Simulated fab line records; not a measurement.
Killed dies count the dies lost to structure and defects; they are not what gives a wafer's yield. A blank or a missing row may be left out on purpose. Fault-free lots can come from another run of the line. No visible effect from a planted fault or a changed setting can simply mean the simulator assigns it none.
Which tool did it?	flow n5_finfet	Sampling: 10 lots, 30 wafers, 5 of 1938 route steps

== WHAT THE GAUGES READ, wafer by wafer ==
N5_MOL_CONTACT_COAG_CD_MEAS_84: target cd 25.1 nm. Usual: cd_nm reads 25.05 nm (standard deviation 0.22).
lot	measured	on	cd_nm (nm)	flag
L363	day 5 15:21	cd_sem-01	24.86 24.90 25.30	
L366	day 6 08:25	cd_sem-03	24.76 24.62 24.73	
L369	day 7 02:38	cd_sem-01	25.22 25.23 25.35	
L373	day 8 04:01	cd_sem-02	25.04 24.97 25.14	
L374	day 8 16:31	cd_sem-01	25.15 25.33 24.85	
L375	day 8 23:52	cd_sem-02	25.25 25.16 25.38	
L376	day 9 00:29	cd_sem-01	24.64 25.31 24.81	
L379	day 9 16:20	cd_sem-03	25.08 25.19 25.08	
L380	day 10 05:07	cd_sem-02	24.51 25.44 25.17	
L384	day 10 22:02	cd_sem-03	24.88 25.47 25.31	

N5_BEOL_M4_RC_MEAS_101. Usual: DIBL_N 36.2 mV/V, standard deviation 1.7; DIBL_P 36.6 mV/V, standard deviation 1.9; IOFF_N 0.16 nA/um, standard deviation 0.032; IOFF_P 0.21 nA/um, standard deviation 0.037; ION_N 675 uA/um, standard deviation 12; ION_P 460 uA/um, standard deviation 8.1; SS_N 71.4 mV/dec, standard deviation 0.58; SS_P 73.4 mV/dec, standard deviation 0.64; VT_N 249 mV, standard deviation 3.2; VT_P -252 mV, standard deviation 3.4.
lot	measured	on	DIBL_N (mV/V)	DIBL_P (mV/V)	IOFF_N (nA/um)	IOFF_P (nA/um)	ION_N (uA/um)	ION_P (uA/um)	SS_N (mV/dec)	SS_P (mV/dec)	VT_N (mV)	VT_P (mV)	flag
L363	day 8 10:26	prober-01	38.3 40.0 36.8	38.3 40.5 37.0	0.19 0.24 0.18	0.26 0.31 0.24	684 685 685	460 469 466	71.3 72.7 71.6	74.0 74.1 73.1	246 244 247	-247 -242 -246	
L366	day 9 02:31	prober-02	37.4 34.8 35.5	38.4 34.5 35.5	0.18 0.13 0.15	0.23 0.16 0.18	679 674 671	467 461 458	71.6 70.8 70.8	74.6 73.0 73.6	249 251 251	-246 -251 -253	
L369	day 9 11:06	prober-01	39.4 39.1 38.0	39.6 39.7 38.2	0.27 0.25 0.23	0.30 0.30 0.27	700 697 697	471 473 471	72.8 71.7 71.8	74.4 74.9 73.8	242 241 242	-245 -244 -250	
L373	day 11 02:02	prober-02	34.1 35.5 35.3	33.4 35.1 35.6	0.13 0.15 0.15	0.16 0.18 0.18	667 677 671	456 463 461	70.7 71.3 71.5	72.5 73.8 73.5	249 253 252	-254 -253 -254	
L374	day 11 05:08	prober-02	36.2 33.7 36.9	37.0 33.3 37.8	0.16 0.12 0.18	0.20 0.15 0.22	672 665 673	453 450 460	71.1 71.1 71.8	73.1 72.2 73.6	247 252 248	-253 -254 -251	
L375	day 11 07:01	prober-02	38.6 34.5 37.6	41.4 36.3 40.2	0.21 0.13 0.18	0.26 0.18 0.23	679 668 681	467 460 464	72.2 71.0 71.9	74.4 72.3 73.9	246 253 247	-249 -252 -254	
L376	day 11 09:05	prober-01	35.3 33.8 33.4	37.0 34.9 34.9	0.17 0.14 0.13	0.18 0.15 0.15	685 671 654	454 444 442	71.2 71.3 70.9	73.0 73.1 72.6	249 250 250	-258 -260 -259	
L379	day 12 03:40	prober-01	34.6 36.3 36.0	34.0 37.4 36.6	0.14 0.16 0.15	0.15 0.19 0.17	679 667 680	461 451 455	70.6 71.6 72.1	73.0 73.7 73.5	249 250 250	-256 -254 -256	
L380	day 12 18:07	prober-02	36.1 34.3 35.9	38.3 35.7 37.9	0.17 0.14 0.17	0.23 0.19 0.22	681 670 683	468 466 465	71.4 70.0 70.7	73.1 73.2 73.0	244 251 248	-250 -252 -250	
L384	day 13 08:45	prober-02	37.0 35.7 37.2	35.9 34.2 37.3	0.16 0.13 0.17	0.21 0.19 0.23	680 666 684	465 460 469	71.2 69.8 71.0	72.9 72.2 73.9	249 254 249	-253 -250 -247	

== WHICH TOOL RAN EACH LOT (tool, then ch and the chambers of the sampled wafers, then the start) ==
lot	N5_MOL_CONTACT_COAG_ALD_131	N5_MOL_CONTACT_COAG_ETCHBACK_135	N5_MOL_CONTACT_COAG_COAT_62
L363	ald_sin-01 ch 0,1,2, day 5 15:37	rie_diel-04 ch 1,2,3, day 5 16:04	litho_track-05 ch 0, day 5 16:29
L366	ald_sin-04 ch 0,1,2, day 6 08:40	rie_diel-06 ch 1,2,3, day 6 08:58	litho_track-01 ch 0, day 6 09:23
L369	ald_sin-01 ch 0,2, day 7 03:00	rie_diel-06 ch 0,2,3, day 7 03:19	litho_track-01 ch 0, day 7 03:43
L373	ald_sin-04 ch 1,2,3, day 8 04:16	rie_diel-05 ch 0,2,3, day 8 04:35	litho_track-05 ch 0, day 8 04:59
L374	ald_sin-03 ch 0,2,3, day 8 17:31	rie_diel-06 ch 0,1,3, day 8 17:49	litho_track-01 ch 0, day 8 18:14
L375	ald_sin-01 ch 0,2,3, day 9 00:08	rie_diel-04 ch 1,3, day 9 00:26	litho_track-01 ch 0, day 9 00:50
L376	ald_sin-04 ch 0,2,3, day 9 00:53	rie_diel-06 ch 2,3, day 9 01:16	litho_track-01 ch 0, day 9 01:40
L379	ald_sin-03 ch 0,1,3, day 9 16:59	rie_diel-06 ch 1,2, day 9 17:17	litho_track-04 ch 0, day 9 17:44
L380	ald_sin-01 ch 0,2,3, day 10 05:58	rie_diel-04 ch 0,1,2, day 10 06:17	litho_track-04 ch 0, day 10 06:41
L384	ald_sin-03 ch 0,2, day 10 22:17	rie_diel-05 ch 0,2, day 10 22:36	litho_track-05 ch 0, day 10 23:03
- N5_MOL_CONTACT_COAG_ALD_131: deposits SiO2, target thk 5 nm, pulse time 1 s, co reactant pulse time 1 s.
- N5_MOL_CONTACT_COAG_ETCHBACK_135: etches SiO2 in CHF3, target depth 25 nm, time 16.7 s.
- N5_MOL_CONTACT_COAG_COAT_62: time 60 s, resist thk 60 nm.

== WHAT THE TOOLS THEMSELVES READ (means of the sampled wafers that have a number; where no wafer has one, the mark that the record gives instead) ==
N5_MOL_CONTACT_COAG_ALD_131. Usual: heater_power_w 79 W, standard deviation 6.9; precursor_pulse_height_rel 0.998, standard deviation 0.021; susceptor_temp_C 99.98 C, standard deviation 0.12.
lot	tool	heater_power_w (W)	precursor_pulse_height_rel	susceptor_temp_C (C)	flag
L363	ald_sin-01	78	0.992	100.01	
L366	ald_sin-04	76	1.005	99.96	
L369	ald_sin-01	79	0.992	99.94	
L373	ald_sin-04	75	1.036	100.00	
L374	ald_sin-03	87	1.004	100.01	
L375	ald_sin-01	79	0.994	99.98	
L376	ald_sin-04	79	1.001	100.12	
L379	ald_sin-03	81	0.986	100.04	
L380	ald_sin-01	79	0.997	99.92	
L384	ald_sin-03	88	0.983	99.92	

N5_MOL_CONTACT_COAG_ETCHBACK_135. Usual: drypump_motor_current_A 5.5 A, standard deviation 0.5; oes_product_au 0.78 a.u., standard deviation 0.077; rf_vpp_V 518 V, standard deviation 9.8; showerhead_plenum_p_Torr 2.37 Torr, standard deviation 0.088; throttle_valve_pct 18.81 %, standard deviation 0.2.
lot	tool	drypump_motor_current_A (A)	oes_product_au (a.u.)	rf_vpp_V (V)	showerhead_plenum_p_Torr (Torr)	throttle_valve_pct (%)	flag
L363	rie_diel-04	5.8	0.82	520	2.34	18.77	
L366	rie_diel-06	5.2	0.73	520	2.34	18.99	
L369	rie_diel-06	5.0	0.73	509	2.31	18.90	
L373	rie_diel-05	5.9	0.77	517	2.42	18.74	
L374	rie_diel-06	5.1	0.82	520	2.41	18.87	
L375	rie_diel-04	5.6	0.75	524	2.31	18.66	
L376	rie_diel-06	5.2	0.81	512	2.42	18.83	
L379	rie_diel-06	5.5	0.72	527	2.36	19.03	
L380	rie_diel-04	6.0	0.75	520	2.35	18.79	
L384	rie_diel-05	5.7	0.77	522	2.49	18.88	

N5_MOL_CONTACT_COAG_COAT_62. Usual: spin_speed_rpm reads 1499.7 rpm (standard deviation 0.92).
lot	tool	spin_speed_rpm (rpm)	flag
L363	litho_track-05	1500.8	
L366	litho_track-01	1500.0	
L369	litho_track-01	1499.1	
L373	litho_track-05	1498.6	
L374	litho_track-01	1449.1	OFF
L375	litho_track-01	1449.4	OFF
L376	litho_track-01	1448.5	OFF
L379	litho_track-04	1500.3	
L380	litho_track-04	1499.7	
L384	litho_track-05	1499.6	

== THE ANSWER, worked out from the rows above alone ==
Rule: take the mean of a lot's wafers that have a number; if it is more than 3 standard deviations from the usual mean, the lot is off. Also off: a lot with no number at a reading for which 4 or more lots have one. All remaining lots with rows at the step are treated as sound. Order of review: gauges by route order, followed by the tools' own readings, for which a lot's mean as printed above is used. At the first step where some lot is off, the reading lying furthest off is the one used; lots without a number count as furthest.
Off, at N5_MOL_CONTACT_COAG_COAT_62 on spin_speed_rpm: L374, L375, L376.
A tool fits if, at that step or a process step before it, it ran every lot that is off, and no sound lot after the first of them. One fits: litho_track-01 at N5_MOL_CONTACT_COAG_COAT_62. A fault onset in the window from L369 (day 7 03:43, its last sound lot) to L374 (day 8 18:14, its first lot off) fits.
The tool's own readings at N5_MOL_CONTACT_COAG_COAT_62 bear it out: on the lots that are off they differ by more than 5 times the standard deviation of the sound lots' means. spin_speed_rpm reads 1449.0 rpm there against 1499.7 rpm on the sound lots.

== WHAT HAD BEEN PUT IN BY THE SIMULATOR ==
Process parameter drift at N5_MOL_CONTACT_COAG_COAT_62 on litho_track-01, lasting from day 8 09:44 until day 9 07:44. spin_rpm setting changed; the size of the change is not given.
Shown lots that were struck: L374, L375, L376. The same result came from the rule above.
